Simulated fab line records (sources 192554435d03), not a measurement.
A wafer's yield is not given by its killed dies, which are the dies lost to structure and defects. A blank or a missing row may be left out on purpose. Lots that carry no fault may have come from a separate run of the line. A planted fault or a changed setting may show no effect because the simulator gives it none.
fab line records -- flow n5Finfet -- part 1 of 2: steps 1 to 3 of 6
record: lots: 20, wafers: 60, lastDay: 17
route steps=1938 shown SD_EPI_P@312 ILD0@338 SDB@369 HKMG_FIN@398
lots untouched by any fault: they come from a run of this same line in which no faults occurred
startH: hours from the record's first day to the start of the lot's first wafer shown -- waitH: hours elapsed since this lot's preceding step -- " identical to the entry in the row above -- L1.1+2: one row covering several wafers at once -- - either no value or no given start -- * or withheld: withheld -- < > ~ a bound
route shown NAME@n: names a module that has steps shown in the file, with the first one's number in the route -- usual: average and standard deviation across the fault-free wafers -- same: alike in all rows -- chamber/n: place in a boat -- sites: readings site by site -- _std_site: the values' standard deviation -- _edge_site: outer sites' mean less inner sites' -- radiusMm: how far each site lies from the wafer's centre -- mask NAME#n: copy n -- behind: tool/chamber where the wafer was last shaped -- hold: reason for holding the lot/hours on hold/outcome of the hold -- device: the n, p or np transistor that did not switch -- end of line: the same wafers' tests at the end of the route -- where a step has no rows: the recipe by itself -- killed: dies lost to structure and defects at the first sort, not the wafer's yield -- map: shows each die of a wafer: x if killed, . if not, _ if none is there
set.NAME: the run value of the setting; set.NAME@STEP: its run value at that earlier step -- model.NAME: the simulator's own value behind a step, which no gauge read
the route's steps for a sample of lots (tables are steps, rows are wafers)
services: from which hour (startH, from the record's first day; less than 0 if before it) a tool's chamber was out of use, for how many hours, and why
== steps ==
step: N5_SD_EPI_P_ETCH_16
recipe: chemistry: CHF3/O2, target: SiO2, targetDepthA: 50, maskMaterial: SOC, pressureMtorr: 30, sourceW: 650, biasW: 170, Ar_flow_sccm: 200, CHF3_flow_sccm: 50, O2_flow_sccm: 5, ionEnergyEv: 200
usual: O2_flow_sccm: 5.001/0.015, drypumpMotorCurrentA: 5.5/0.44, oesProductAu: 0.77/0.07, rfFwdPowerW: 642.7/2.7, rfVppV: 523/5.5, showerheadPlenumPTorr: 2.41/0.074, throttleValvePct: 18.95/0.2
lot.wafer,tool,chamber,startH,waitH,O2_flow_sccm,drypumpMotorCurrentA,oesProductAu,rfFwdPowerW,rfHoursCounterH,rfVppV,showerheadPlenumPTorr,throttleValvePct
L074.1,rieDiel-06,1,54.17,0.1,5.020,5.4,0.94,643.3,20,530,2.47,18.88
L074.5,rieDiel-06,0,54.17,0.1,5.030,5.5,0.79,643.9,-,515,2.34,19.09
L074.6,rieDiel-06,2,54.17,0.1,5.009,5.7,0.78,645.2,-,526,2.34,19.19
L075.1,rieDiel-05,0,60.29,0.1,4.980,5.3,0.80,639.7,122,518,2.43,18.69
L075.2,rieDiel-05,2,60.29,0.1,5.039,6.0,0.72,643.4,202,523,2.39,19.16
L075.4,rieDiel-05,3,60.29,0.1,5.016,5.4,0.78,644.0,135,524,2.52,18.84
L076.4,rieDiel-05,0,70.27,0.1,4.999,5.3,0.79,640.4,125,516,2.43,18.69
L076.5,rieDiel-05,2,70.27,0.1,4.989,6.0,0.72,639.2,-,522,2.39,19.15
L076.6,rieDiel-05,1,70.27,0.1,4.999,5.6,0.71,645.1,-,524,2.29,19.25
L077.1,rieDiel-05,0,71.84,0.1,4.996,5.3,0.80,643.7,126,517,2.43,18.69
L077.2,rieDiel-05,3,71.84,0.1,5.011,5.4,0.77,644.6,139,522,2.52,18.83
L077.6,rieDiel-05,1,71.84,0.1,4.999,5.6,0.72,644.2,-,525,2.29,19.25
L078.1,rieDiel-06,2,78.56,0.1,5.013,5.7,0.77,640.3,106,525,2.33,19.20
L078.4,rieDiel-06,1,78.56,0.1,5.014,5.3,0.92,642.6,30,531,2.46,18.90
L078.6,rieDiel-06,3,78.56,0.1,5.000,6.8,0.96,641.3,-,529,2.48,18.65
L079.4,rieDiel-03,3,85.59,0.1,4.999,5.1,0.88,641.9,63,516,2.45,18.75
L079.5,rieDiel-03,3,85.59,0.1,4.998,5.1,0.86,641.9,-,516,2.45,18.75
L079.6,rieDiel-03,0,85.59,0.1,4.989,5.3,0.72,644.1,-,533,2.50,18.87
L081.2,rieDiel-05,3,97.59,0.1,4.997,5.4,0.76,643.3,146,523,2.52,18.85
L081.4,rieDiel-05,0,97.59,0.1,5.015,5.3,0.79,642.2,133,517,2.43,18.69
L081.6,rieDiel-05,0,97.59,0.1,5.012,5.3,0.79,646.7,-,518,2.43,18.71
L082.2,rieDiel-03,3,101.43,0.1,4.982,5.1,0.87,645.7,67,517,2.45,18.77
L082.3,rieDiel-03,1,101.43,0.1,5.015,5.2,0.72,640.9,177,519,2.50,18.90
L082.6,rieDiel-03,2,101.43,0.1,4.995,4.8,0.71,641.7,-,523,2.39,18.78
L083.1,rieDiel-05,2,108.17,0.1,5.020,6.0,0.71,638.5,215,522,2.38,19.20
L083.2,rieDiel-05,1,108.17,0.1,4.987,5.6,0.71,642.2,228,524,2.28,19.25
L083.6,rieDiel-05,1,108.17,0.1,4.997,5.6,0.72,646.1,-,525,2.28,19.25
L084.1,rieDiel-06,1,116.16,0.1,4.990,5.3,0.91,640.7,42,531,2.46,18.91
L084.2,rieDiel-06,0,116.16,0.1,4.987,5.5,0.77,645.8,130,515,2.33,19.09
L084.4,rieDiel-06,3,116.16,0.1,4.993,6.8,0.93,645.5,16,528,2.47,18.68
L085.1,rieDiel-05,1,121.20,0.1,5.010,5.6,0.71,647.2,231,525,2.28,19.26
L085.2,rieDiel-05,2,121.20,0.1,5.057,6.0,0.70,642.2,219,523,2.38,19.18
L085.4,rieDiel-05,3,121.20,0.1,4.982,5.4,0.77,643.4,153,523,2.51,18.87
L086.1,rieDiel-05,3,126.13,0.1,5.020,5.4,0.76,644.2,155,523,2.51,18.86
L086.3,rieDiel-05,1,126.13,0.1,5.012,5.6,0.71,643.8,233,526,2.28,19.28
L086.4,rieDiel-05,0,126.13,0.1,5.012,5.3,0.77,645.4,142,518,2.43,18.73
L087.3,rieDiel-03,0,133.13,0.1,4.986,5.4,0.71,646.2,175,535,2.49,18.87
L087.5,rieDiel-03,2,133.13,0.1,5.010,4.8,0.70,639.9,-,522,2.38,18.80
L087.6,rieDiel-03,3,133.13,0.1,4.988,5.1,0.85,643.9,-,516,2.44,18.77
L088.1,rieDiel-03,2,138.60,0.1,4.975,4.8,0.69,637.3,243,523,2.38,18.81
L088.2,rieDiel-03,3,138.60,0.1,4.994,5.1,0.86,644.0,78,518,2.44,18.79
L088.3,rieDiel-03,1,138.60,0.1,4.997,5.2,0.72,641.8,187,519,2.50,18.92
L090.1,rieDiel-05,1,150.41,0.1,5.005,5.6,0.70,641.9,239,525,2.28,19.27
L090.2,rieDiel-05,0,150.41,0.1,5.010,5.3,0.76,642.4,148,518,2.42,18.73
L090.5,rieDiel-05,1,150.41,0.1,5.020,5.6,0.69,643.4,-,524,2.28,19.28
L091.3,rieDiel-03,1,160.17,0.1,5.005,5.2,0.71,643.9,194,520,2.49,18.92
L091.4,rieDiel-03,0,160.17,0.1,5.027,5.3,0.71,641.7,183,535,2.49,18.89
L091.6,rieDiel-03,0,160.17,0.1,5.005,5.3,0.71,641.9,-,532,2.49,18.90
L093.1,rieDiel-06,3,168.19,0.1,5.005,6.7,0.90,640.1,32,527,2.47,18.71
L093.4,rieDiel-06,2,168.19,0.1,4.996,5.7,0.76,646.0,134,527,2.32,19.24
L093.6,rieDiel-06,3,168.19,0.1,4.997,6.8,0.90,641.3,-,528,2.47,18.73
L094.1,rieDiel-06,2,173.02,0.1,4.987,5.7,0.74,644.8,135,525,2.32,19.26
L094.2,rieDiel-06,1,173.02,0.1,5.013,5.3,0.87,645.8,59,532,2.45,18.95
L094.3,rieDiel-06,3,173.02,0.1,4.986,6.8,0.89,646.1,34,530,2.47,18.72
L096.1,rieDiel-05,3,191.05,0.1,4.983,5.4,0.74,641.2,174,521,2.51,18.89
L096.3,rieDiel-05,2,191.05,0.1,5.000,6.0,0.69,642.0,240,522,2.37,19.23
L096.5,rieDiel-05,2,191.05,0.1,4.988,6.0,0.69,642.0,-,522,2.38,19.21
L097.3,rieDiel-06,0,193.96,0.1,5.028,5.5,0.75,645.0,155,514,2.32,19.15
L097.4,rieDiel-06,2,193.96,0.1,5.001,5.7,0.74,646.7,142,525,2.32,19.26
L097.6,rieDiel-06,3,193.96,0.1,4.998,6.7,0.88,641.2,-,531,2.46,18.72
step: N5_ILD0_CMP_03
recipe: stopOn: SiNx, tOverpolishS: 1.9, postCmpClean: alkalineBrush, downForcePsi: 4.1491, platenRpm: 51.796, padVelocityMS: 1.0306, targetThkNm: 197.38
usual: headPressurePsi: 4.150/0.0091, motorCurrentA: 12.9/1.5, overpolishRunS: 1.899/0.0087, platenRpm: 51.79/0.035, slurryFilterDpKPa: 13.50/0.13, timeToEndpointS: 72/4.7
lot.wafer,tool,chamber,startH,waitH,headPressurePsi,motorCurrentA,overpolishRunS,platenRpm,slurryFilterDpKPa,timeToEndpointS
L074.1,cmp-01,3,60.67,0.1,4.153,11.1,1.897,51.84,13.53,69
L074.6,cmp-01,1,60.67,0.1,4.160,12.4,1.909,51.81,13.54,64
L074.5,cmp-01,2,60.67,0.1,4.147,15.0,1.898,51.81,13.59,71
L075.4,cmp-04,0,66.57,0.0,4.153,12.6,1.897,51.78,13.47,76
L075.2,cmp-04,2,66.57,0.0,4.142,13.1,1.910,51.84,13.64,70
L075.1,cmp-04,3,66.57,0.0,4.130,11.3,1.898,51.80,13.35,71
L076.4,cmp-02,0,77.62,0.0,4.159,11.5,1.903,51.83,13.57,68
L076.6,cmp-02,0,77.62,0.0,4.156,11.2,1.909,51.82,13.37,66
L076.5,cmp-02,1,77.62,0.0,4.171,15.1,1.901,51.79,13.51,64
L077.2,cmp-02,3,78.44,0.1,4.157,12.4,1.893,51.76,13.71,63
L077.1,cmp-02,0,78.44,0.1,4.161,11.0,1.913,51.75,13.38,62
L077.6,cmp-02,2,78.44,0.1,4.146,11.0,1.881,51.86,13.50,65
L078.4,cmp-01,0,84.84,0.0,4.162,14.1,1.923,51.80,13.55,68
L078.1,cmp-01,3,84.84,0.0,4.140,12.1,1.911,51.72,13.35,68
L078.6,cmp-01,0,84.84,0.0,4.157,14.3,1.891,51.81,13.23,68
L079.4,cmp-04,3,91.91,0.1,4.166,10.9,1.892,51.75,13.46,74
L079.6,cmp-04,2,91.91,0.1,4.146,13.4,1.896,51.79,13.62,72
L079.5,cmp-04,3,91.91,0.1,4.161,11.1,1.906,51.76,13.72,73
L081.2,cmp-02,2,103.96,0.1,4.166,10.7,1.888,51.77,13.62,63
L081.4,cmp-02,3,103.96,0.1,4.137,12.8,1.900,51.80,13.33,65
L081.6,cmp-02,0,103.96,0.1,4.158,10.9,1.875,51.79,13.57,67
L082.2,cmp-01,1,108.56,0.1,4.139,11.9,1.903,51.82,13.64,68
L082.3,cmp-01,3,108.56,0.1,4.157,12.0,1.885,51.81,13.51,70
L082.6,cmp-01,1,108.56,0.1,4.146,12.3,1.906,51.76,13.50,72
L083.2,cmp-01,0,114.73,0.1,4.148,13.9,1.902,51.82,13.65,68
L083.1,cmp-01,1,114.73,0.1,4.158,12.1,1.902,51.76,13.40,71
L083.6,cmp-01,3,114.73,0.1,4.158,11.6,1.890,51.82,13.48,67
L084.2,cmp-04,1,122.46,0.1,4.145,13.0,1.902,51.77,13.46,80
L084.4,cmp-04,2,122.46,0.1,4.152,13.3,1.900,51.80,13.62,76
L084.1,cmp-04,3,122.46,0.1,4.153,11.3,1.888,51.77,13.38,75
L085.1,cmp-04,1,128.30,0.0,4.135,12.9,1.897,51.80,13.64,74
L085.4,cmp-04,2,128.30,0.0,4.149,13.3,1.897,51.80,13.45,73
L085.2,cmp-04,3,128.30,0.0,4.131,11.8,1.893,51.81,13.50,74
L086.4,cmp-01,2,132.64,0.1,4.154,15.8,1.902,51.79,13.69,80
L086.1,cmp-01,3,132.64,0.1,4.157,11.9,1.899,51.84,13.29,76
L086.3,cmp-01,0,132.64,0.1,4.166,14.1,1.910,51.75,13.31,76
L087.3,cmp-02,1,139.46,0.1,4.143,15.6,1.891,51.74,13.71,68
L087.5,cmp-02,3,139.46,0.1,4.151,13.0,1.899,51.78,13.74,67
L087.6,cmp-02,0,139.46,0.1,4.154,11.2,1.905,51.78,13.59,72
L088.3,cmp-04,1,145.16,0.0,4.142,13.8,1.896,51.84,13.41,81
L088.2,cmp-04,2,145.16,0.0,4.146,13.6,1.896,51.82,13.44,78
L088.1,cmp-04,0,145.16,0.0,4.148,12.1,1.903,51.73,13.64,81
L090.2,cmp-01,2,156.72,0.0,4.133,15.2,1.897,51.82,13.40,72
L090.1,cmp-01,0,156.72,0.0,4.150,13.8,1.912,51.79,13.34,73
L090.5,cmp-01,2,156.72,0.0,4.147,15.1,1.894,51.77,13.48,76
L091.4,cmp-01,3,166.46,0.0,4.159,11.5,1.901,51.77,13.31,73
L091.3,cmp-01,2,166.46,0.0,4.143,16.1,1.879,51.80,13.50,79
L091.6,cmp-01,0,166.46,0.0,4.146,14.4,1.907,51.79,13.32,75
L093.1,cmp-04,2,174.64,0.1,4.154,13.8,1.901,51.79,13.38,77
L093.4,cmp-04,0,174.64,0.1,4.170,12.4,1.906,51.71,13.49,79
L093.6,cmp-04,2,174.64,0.1,4.155,13.4,1.889,51.77,13.20,79
L094.2,cmp-02,0,179.55,0.0,4.145,10.8,1.898,51.86,13.47,73
L094.3,cmp-02,1,179.55,0.0,4.151,14.2,1.900,51.91,13.48,73
L094.1,cmp-02,2,179.55,0.0,4.153,11.4,1.898,51.79,13.37,72
L096.3,cmp-02,0,197.99,0.1,4.145,10.8,1.908,51.80,13.18,74
L096.1,cmp-02,1,197.99,0.1,4.162,14.3,1.891,51.78,13.41,74
L096.5,cmp-02,3,197.99,0.1,4.139,12.4,1.908,51.78,13.57,75
L097.4,cmp-04,3,201.49,0.1,4.158,11.7,1.908,51.78,13.51,76
L097.3,cmp-04,1,201.49,0.1,4.150,13.1,1.887,51.79,13.50,77
L097.6,cmp-04,3,201.49,0.1,4.156,11.1,1.919,51.81,13.46,75
step: N5_SDB_CUT_ETCH_26
recipe: chemistry: HBr/Cl2/O2, target: Si, targetDepthA: 1296, btTimeS: 20, maskMaterial: SiNx, timeS: 51.8, ionEnergyEv: *, biasW: *, pressureMtorr: 10, icpW: 800, HBr_flow_sccm: 150, Cl2_flow_sccm: 80, O2_flow_sccm: 12
usual: O2_flow_sccm: 12.00/0.037, drypumpMotorCurrentA: 5.6/0.38, oesProductAu: 0.998/0.013, rfFwdPowerW: *, throttleValvePct: 37.36/0.28
lot.wafer,tool,chamber,startH,waitH,O2_flow_sccm,drypumpMotorCurrentA,oesProductAu,rfFwdPowerW,rfHoursCounterH,throttleValvePct
L074.1,rieSi-03,2,66.82,0.1,11.96,5.8,0.993,*,79,37.48
L074.5,rieSi-03,2,66.82,0.1,11.98,5.8,0.996,*,-,37.48
L074.6,rieSi-03,3,66.82,0.1,11.99,5.5,0.987,*,-,37.63
L075.1,rieSi-03,3,71.50,0.1,12.03,5.5,0.987,*,51,37.61
L075.2,rieSi-03,2,71.50,0.1,12.09,5.8,1.007,*,79,37.49
L075.4,rieSi-03,1,71.50,0.1,11.95,5.8,0.986,*,20,37.44
L076.4,rieSi-04,2,82.69,0.1,11.94,6.2,0.988,*,110,36.77
L076.5,rieSi-04,3,82.69,0.1,11.99,5.8,1.006,*,-,37.82
L076.6,rieSi-04,0,82.69,0.1,12.07,5.9,0.998,*,-,37.08
L077.1,rieSi-03,1,83.64,0.1,11.99,5.8,0.989,*,20,37.46
L077.2,rieSi-03,2,83.64,0.1,12.02,5.8,0.997,*,79,37.48
L077.6,rieSi-03,2,83.64,0.1,11.97,5.8,0.993,*,-,37.50
L078.1,rieSi-04,0,90.93,0.1,12.01,6.0,0.995,*,100,37.09
L078.4,rieSi-04,3,90.93,0.1,11.98,5.8,0.995,*,85,37.81
L078.6,rieSi-04,2,90.93,0.1,11.94,6.2,0.990,*,-,36.77
L079.4,rieSi-04,0,97.33,0.1,11.95,5.9,0.997,*,101,37.08
L079.5,rieSi-04,1,97.33,0.1,12.04,5.7,1.008,*,-,37.01
L079.6,rieSi-04,0,97.33,0.1,11.99,5.9,1.002,*,-,37.08
L081.2,rieSi-01,3,109.40,0.1,11.97,5.0,1.017,*,79,37.29
L081.4,rieSi-01,0,109.40,0.1,12.01,5.5,1.016,*,128,37.32
L081.6,rieSi-01,3,109.40,0.1,11.98,5.0,1.019,*,-,37.30
L082.2,rieSi-03,3,113.72,0.1,12.00,5.5,0.997,*,52,37.63
L082.3,rieSi-03,2,113.72,0.1,11.98,5.8,0.995,*,80,37.50
L082.6,rieSi-03,1,113.72,0.1,12.02,5.9,0.984,*,-,37.46
L083.1,rieSi-03,2,119.91,0.1,12.05,5.8,0.991,*,80,37.50
L083.2,rieSi-03,1,119.91,0.1,12.04,5.8,0.994,*,21,37.45
L083.6,rieSi-03,1,119.91,0.1,12.01,5.8,0.985,*,-,37.44
L084.1,rieSi-04,0,127.47,0.1,12.05,6.0,0.996,*,101,37.08
L084.2,rieSi-04,2,127.47,0.1,11.95,6.2,0.989,*,111,36.76
L084.4,rieSi-04,3,127.47,0.1,12.00,5.8,1.002,*,86,37.83
L085.1,rieSi-01,3,133.62,0.1,11.97,5.0,1.012,*,79,37.30
L085.2,rieSi-01,0,133.62,0.1,11.98,5.5,1.027,*,129,37.32
L085.4,rieSi-01,0,133.62,0.1,12.00,5.5,1.028,*,-,37.30
L086.1,rieSi-03,2,137.54,0.1,11.98,5.8,0.996,*,80,37.48
L086.3,rieSi-03,1,137.54,0.1,12.07,5.8,0.983,*,21,37.45
L086.4,rieSi-03,1,137.54,0.1,12.02,5.8,0.987,*,-,37.45
L087.3,rieSi-01,2,144.57,0.1,12.04,5.7,0.997,*,80,36.88
L087.5,rieSi-01,2,144.57,0.1,12.01,5.7,1.003,*,-,36.88
L087.6,rieSi-01,0,144.57,0.1,11.98,5.5,1.028,*,-,37.30
L088.1,rieSi-04,2,150.61,0.1,11.97,6.2,0.986,*,112,36.76
L088.2,rieSi-04,0,150.61,0.1,11.95,5.9,0.992,*,101,37.08
L088.3,rieSi-04,3,150.61,0.1,11.97,5.8,1.006,*,86,37.84
L090.1,rieSi-01,3,161.78,0.1,11.98,5.0,1.010,*,80,37.29
L090.2,rieSi-01,0,161.78,0.1,11.93,5.5,1.034,*,129,37.30
L090.5,rieSi-01,1,161.78,0.1,11.96,5.4,0.973,*,-,37.65
L091.3,rieSi-03,1,171.39,0.1,12.03,5.8,0.988,*,22,37.45
L091.4,rieSi-03,0,171.39,0.1,11.94,4.8,0.989,*,0,37.44
L091.6,rieSi-03,1,171.39,0.1,12.03,5.8,0.985,*,-,37.45
L093.1,rieSi-03,3,179.82,0.1,12.04,5.5,0.990,*,53,37.61
L093.4,rieSi-03,1,179.82,0.1,12.03,5.8,0.980,*,22,37.45
L093.6,rieSi-03,2,179.82,0.1,11.95,5.8,0.994,*,-,37.49
L094.1,rieSi-03,2,185.65,0.1,11.97,5.8,0.997,*,81,37.48
L094.2,rieSi-03,3,185.65,0.1,12.04,5.5,0.997,*,54,37.63
L094.3,rieSi-03,1,185.65,0.1,11.99,5.8,0.986,*,22,37.46
L096.1,rieSi-01,0,203.00,0.1,11.98,5.5,1.028,*,130,37.31
L096.3,rieSi-01,2,203.00,0.1,11.98,5.7,1.001,*,81,36.87
L096.5,rieSi-01,3,203.00,0.1,12.01,5.0,1.015,*,-,37.31
L097.3,rieSi-03,1,206.57,0.1,11.98,5.8,0.987,*,22,37.46
L097.4,rieSi-03,2,206.57,0.1,12.02,5.8,0.995,*,82,37.48
L097.6,rieSi-03,0,206.57,0.1,11.93,4.8,0.989,*,-,37.44
